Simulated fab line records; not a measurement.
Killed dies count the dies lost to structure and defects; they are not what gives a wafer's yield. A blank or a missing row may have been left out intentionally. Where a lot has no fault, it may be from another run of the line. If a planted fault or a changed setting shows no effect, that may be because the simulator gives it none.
Matching of chambers -- flow n5_finfet -- N5_SD_EPI_P_DESCUM_14 on rie_diel-03 has 4 sister chambers
The step chemistry O2, time 7.9 s. 18 wafers are shown with their chamber, then 9 later ones without.

## WAFERS WITH THEIR CHAMBER
wafer,chamber,showerhead_plenum_p_Torr (Torr),throttle_valve_pct (%),oes_product_au (a.u.)
L074.2,3,2.16,20.36,0.70
L074.5,1,2.16,20.38,0.73
L074.6,2,2.05,20.32,0.84
L077.1,0,2.18,20.84,0.72
L077.2,2,2.05,20.31,0.83
L077.5,0,2.18,20.84,0.72
L081.2,1,2.16,20.40,0.73
L081.5,0,2.18,20.85,0.71
L081.6,3,2.16,20.38,0.70
L083.1,3,2.16,20.39,0.69
L083.3,1,2.16,20.41,0.71
L083.4,1,2.16,20.39,0.72
L087.1,1,2.15,20.43,0.72
L087.4,1,2.15,20.42,0.71
L087.5,0,2.17,20.85,0.70
L090.2,3,2.15,20.41,0.68
L090.4,1,2.15,20.45,0.71
L090.6,0,2.17,20.89,0.70

SIGNATURES (means of the wafers above)
reading,chamber 0,chamber 1,chamber 2,chamber 3,scatter within a chamber
showerhead_plenum_p_Torr,2.1760,2.1557,2.0500,2.1575,0.00512
throttle_valve_pct,20.8540,20.4114,20.3150,20.3850,0.0216
oes_product_au,0.7100,0.7186,0.8350,0.6925,0.0093
Rule: for a wafer and a chamber, the distance is found by dividing, reading by reading, the gap between the wafer's reading and the chamber's mean by the reading's scatter, squaring, summing and taking the root. The wafer belongs to the nearest chamber; if the next one is less than 2 further off, it can't be placed. The scatter: the root of (the sum of the squares of (reading less its chamber's mean) over the shown wafers, divided by (wafers less chambers)).

## WAFERS MISSING THEIR CHAMBER
wafer,showerhead_plenum_p_Torr (Torr),throttle_valve_pct (%),oes_product_au (a.u.)
L091.1,2.17,20.88,0.69
L091.5,2.17,20.89,0.70
L091.6,2.15,20.41,0.67
L093.2,2.05,20.33,0.83
L093.4,2.05,20.32,0.83
L093.5,2.16,20.89,0.68
L094.2,2.05,20.34,0.82
L094.4,2.05,20.33,0.83
L094.6,2.16,20.88,0.68

## WHICH CHAMBER EACH ONE RAN IN
wafer,from the rows above,in truth
L091.1,0,0
L091.5,0,0
L091.6,3,3
L093.2,2,2
L093.4,2,2
L093.5,0,0
L094.2,2,2
L094.4,2,2
L094.6,0,0
9 of 9 placed correctly. Not placeable from these rows: 0. 0 placed wrongly.
